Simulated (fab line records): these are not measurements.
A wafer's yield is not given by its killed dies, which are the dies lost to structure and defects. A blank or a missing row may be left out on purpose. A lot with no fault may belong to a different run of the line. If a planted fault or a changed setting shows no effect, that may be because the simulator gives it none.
Chamber matching | flow nandHarc | 4 sister chambers for NHARC_P_BONDPAD_ACTIVATE_29 on rieDiel-02
The step chemistry N2, time 60 s. 22 wafers are shown with their chamber, then 11 later ones without.

EACH WAFER AND ITS CHAMBER
wafer  | chamber | drypumpMotorCurrentA (A) | oesProductAu (a.u.) | rfVppV (V)
L830.1 | 0       | 5.5                      | 0.986               | 64.8
L830.2 | 2       | 6.2                      | 1.008               | 63.2
L830.5 | 0       | 5.6                      | 0.993               | 64.3
L831.1 | 2       | 6.2                      | 1.000               | 63.5
L831.3 | 0       | 5.6                      | 0.999               | 64.7
L831.4 | 3       | 5.8                      | 0.981               | 65.1
L836.3 | 1       | 6.0                      | 0.990               | 63.7
L836.4 | 3       | 5.8                      | 0.980               | 63.1
L836.6 | 0       | 5.5                      | 1.004               | 64.9
L837.1 | 3       | 5.8                      | 0.989               | 64.3
L837.2 | 2       | 6.2                      | 0.997               | 63.0
L837.6 | 2       | 6.2                      | 1.013               | 63.9
L839.1 | 0       | 5.6                      | 0.997               | 63.5
L839.2 | 3       | 5.8                      | 0.988               | 64.8
L839.6 | 2       | 6.2                      | 0.999               | 64.5
L838.1 | 2       | 6.2                      | 1.009               | 63.9
L838.2 | 0       | 5.6                      | 1.017               | 63.8
L838.5 | 2       | 6.2                      | 0.997               | 64.7
L844.1 | 2       | 6.2                      | 0.989               | 63.7
L844.2 | 3       | 5.8                      | 0.991               | 65.3
L844.5 | 2       | 6.2                      | 0.982               | 63.7
L850.1 | 0       | 5.5                      | 1.004               | 63.7

SIGNATURES, as means of the wafers listed above
reading              | chamber 0 | chamber 1 | chamber 2 | chamber 3 | scatter within a chamber
drypumpMotorCurrentA | 5.557     | 6.000     | 6.200     | 5.800     | 0.0309
oesProductAu         | 1.00000   | 0.99000   | 0.99933   | 0.98580   | 0.00897
rfVppV               | 64.243    | 63.700    | 63.789    | 64.520    | 0.646
Rule: for a wafer and a chamber, the distance is found by dividing, reading by reading, the gap between the wafer's reading and the chamber's mean by the reading's scatter, squaring, summing and taking the root. The wafer belongs to the nearest chamber; if the next one is less than 2 further off, it can't be placed. The scatter: take each reading less its chamber's mean, square it, sum over the shown wafers, divide by the number of wafers less the number of chambers, and take the root.

WAFERS WITH NO CHAMBER GIVEN
wafer  | drypumpMotorCurrentA (A) | oesProductAu (a.u.) | rfVppV (V)
L850.2 | 5.8                      | 0.993               | 65.0
L850.6 | 5.6                      | 0.998               | 63.5
L849.3 | 5.8                      | 0.991               | 64.8
L849.4 | 6.2                      | 0.997               | 62.2
L849.6 | 5.8                      | 0.985               | 63.8
L852.2 | 5.8                      | 0.989               | 64.8
L852.3 | 6.2                      | 0.983               | 64.4
L852.6 | 5.5                      | 0.987               | 63.8
L853.2 | 6.2                      | 0.997               | 62.6
L853.4 | 5.5                      | 0.995               | 63.7
L853.6 | 5.6                      | 0.996               | 63.6

CHAMBER TAKEN BY EACH
wafer  | from the rows above | in truth
L850.2 | 3                   | 3
L850.6 | 0                   | 0
L849.3 | 3                   | 3
L849.4 | 2                   | 2
L849.6 | 3                   | 3
L852.2 | 3                   | 3
L852.3 | 2                   | 2
L852.6 | 0                   | 0
L853.2 | 2                   | 2
L853.4 | 0                   | 0
L853.6 | 0                   | 0
Placed correctly: 11 of 11. Number that these rows cannot place: 0. Placed wrongly: 0.
